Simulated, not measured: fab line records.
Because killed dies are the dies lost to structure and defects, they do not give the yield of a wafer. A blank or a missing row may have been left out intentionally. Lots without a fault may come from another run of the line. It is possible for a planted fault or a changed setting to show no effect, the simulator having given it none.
A lot that was struck, set against a sound lot || flow n5-finfet || 41 steps out of a route of 1938
Sound: the wafers L284.2, L284.5, L284.6. Struck: wafer L295.5 (L295.1, L295.3, from the same lot, were not struck and are left out); the cause is given at the end.
For every step that has rows: the tool of each side, followed by ch and its chambers, followed by its first start. Under that, the readings that differ: sound wafers || struck wafers || difference of the means || sigmas: that difference in standard deviations of wafers without a fault.
alike: readings whose means differ by less than 2 such deviations, and words and numbers that are the same on both sides. not compared: withheld readings, readings that some wafer has no value for, bounds like >300 that may hide the same value, and numbers for which the record gives no deviation and whose values overlap.
The two part at a step that has a row with sigmas, a row that says differs or no value, or rows on one side only. Non-overlapping numbers with no deviation appear without sigmas and do not part them. A reading missing from all wafers of one side parts the sides only when that side holds two or more wafers.

first, 11 steps without rows for these wafers: N5_HKMG_FIN_DESCUM_17 (chemistry O2, time 7.9 s); N5_HKMG_FIN_ETCH_31 (etches SiARC in CF4, target depth 45.5 nm, time 75.8 s); N5_HKMG_FIN_ETCH_32 (etches SOC in N2/H2, target depth 240 nm, time 300 s); N5_HKMG_FIN_STRIP_33 (strips in N2/H2); N5_HKMG_FIN_STRIP_34 (strips in CF4); N5_HKMG_FIN_ETCH_35 (etches SOC in N2/H2, target depth 215.8 nm, time 243.4 s); N5_HKMG_FIN_STRIP_92 (strips SOC in N2/H2, time 20 s); N5_HKMG_FIN_WET_ETCH_18 (etches TiN in SC1, time 55 s, target depth 5.2 nm, rinse time 30 s); N5_HKMG_FIN_STRIP_19 (strips in N2/H2, time 360 s); N5_HKMG_FIN_ALD_91 (deposits TiN, target thk 1 nm, pulse time 1 s, purge time 3 s); N5_HKMG_FIN_COAT_85 (time 60 s, resist thk 300 nm).
N5_HKMG_FIN_ETCH_86: etches SOC in N2/H2, stops on TiN, target depth 393.2 nm.
  sound on rie-diel-06 ch 1,2, day 4 03:47; struck on rie-diel-06 ch 0, day 7 00:22
{"reading": "rf-fwd-power-W (W)", "sound": "847.4 842.6 850.1", "struck": 1050.5, "difference": "+203.8", "sigmas": "+73"}
{"reading": "rf-vpp-V (V)", "sound": "243.6 237.8 241.5", "struck": 224.2, "difference": -16.8, "sigmas": -12}
{"reading": "model.SOC_of_HKMG_FIN_COAT_85.thk-nm (nm)", "sound": "13.6 20.8 13.8", "struck": 8.6, "difference": -7.5, "sigmas": ""}
{"reading": "model.TiN_of_HKMG_FIN_ALD_91.thk-nm (nm)", "sound": "1 1 1", "struck": 0, "difference": -1, "sigmas": ""}
  alike: drypump-motor-current-A, oes-product-au, showerhead-plenum-p-Torr, throttle-valve-pct
  not compared: rf-hours-counter-h
then, 27 steps without rows for these wafers: N5_HKMG_FIN_STRIP_89 (strips SOC in N2/H2, time 20 s); N5_HKMG_FIN_WET_ETCH_87 (etches TiN in SC1, time 154.2 s, target depth 4.7 nm, rinse time 30 s); N5_HKMG_FIN_STRIP_88 (strips in N2/H2, time 360 s); N5_HKMG_FIN_NWFM_ALD_20 (deposits TiAlC, target thk 2 nm, pulse time 3 s, purge time 2 s); N5_HKMG_FIN_ALD_71 (deposits TiN, target thk 1 nm, pulse time 1 s, purge time 3 s); N5_HKMG_FIN_COAT_66 (time 60 s, resist thk 300 nm); N5_HKMG_FIN_ETCH_67 (etches SOC in N2/H2, stops on TiN, target depth 388.9 nm); N5_HKMG_FIN_STRIP_90 (strips SOC in N2/H2, time 20 s); N5_HKMG_FIN_WET_ETCH_73 (etches the open film in SC1, time 42.3 s, target depth 1.3 nm, rinse time 30 s); N5_HKMG_FIN_ETCHBACK_68 (etches the open film in Cl2/Ar, stops on HfO2, target depth 0.5 nm); N5_HKMG_FIN_STRIP_69 (strips in N2/H2, time 360 s); N5_HKMG_FIN_ALD_21 (deposits TiN, target thk 1.5 nm, pulse time 1 s, purge time 3 s); N5_HKMG_FIN_ALD_72 (deposits W, target thk 2 nm, pulse time 1 s, purge time 2 s); N5_HKMG_FIN_W_FILL_22 (material W, target thk 60 nm, time 18.2 s); N5_HKMG_FIN_PRECLEAN_83 (cleans in DIW, time 57.5 s); N5_HKMG_FIN_SRD_84 (dry time 32 s); N5_HKMG_FIN_CMP_23 (polishes, stops on SiNx, t overpolish 10 s, target thk 46.326 nm); N5_HKMG_FIN_CMP_94 (polishes, stops on SiNx, t overpolish 4.7 s, target thk 43.299 nm); N5_GATE_CUT_ETCHBACK_00 (etches W in SF6/Cl2); N5_GATE_CUT_ETCH_56 (etches TiN in Cl2/Ar, target depth 21.6 nm); N5_GATE_CUT_ETCHBACK_30 (etches TiN in Cl2/Ar, target depth 3 nm); N5_GATE_CUT_VAPOR_ETCH_60 (etches HfO2 in BCl3/Cl2); N5_GATE_CUT_ETCH_58 (etches SiNx in CH3F/O2, target depth 17 nm, time 128.6 s); N5_GATE_CUT_STRIP_59 (strips in N2/H2, time 20 s); N5_GATE_CUT_PRECLEAN_31 (cleans in DIW, time 300 s); N5_GATE_CUT_SRD_32 (time 30 s); N5_GATE_CUT_SAC_CAP_01 (material SiNx, target thk 24 nm, pulse time 1 s, ald cycles 480).
N5_BEOL_M4_RC_MEAS_101:
  the record has rows for the sound wafers here (prober-01 ch 0, day 7 20:23) and none for the struck ones
-- record jumps: 9 days separate the struck wafers' starts on either side; left off in module BEOL_M4, taken up again in module PASSIVATION, whose first shown step is the route's number 1936 --
N5_PASSIVATION_PROBE_49:
  record: rows for the struck wafers here (prober-02, day 15 21:37), none for the sound ones

WHERE THEY PART
First at N5_HKMG_FIN_ETCH_86; last, within this record, at N5_PASSIVATION_PROBE_49.

WHY: the cause the simulator had injected
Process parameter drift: rie-diel-06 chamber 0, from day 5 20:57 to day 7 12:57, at N5_HKMG_FIN_ETCH_86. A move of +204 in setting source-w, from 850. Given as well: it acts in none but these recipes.
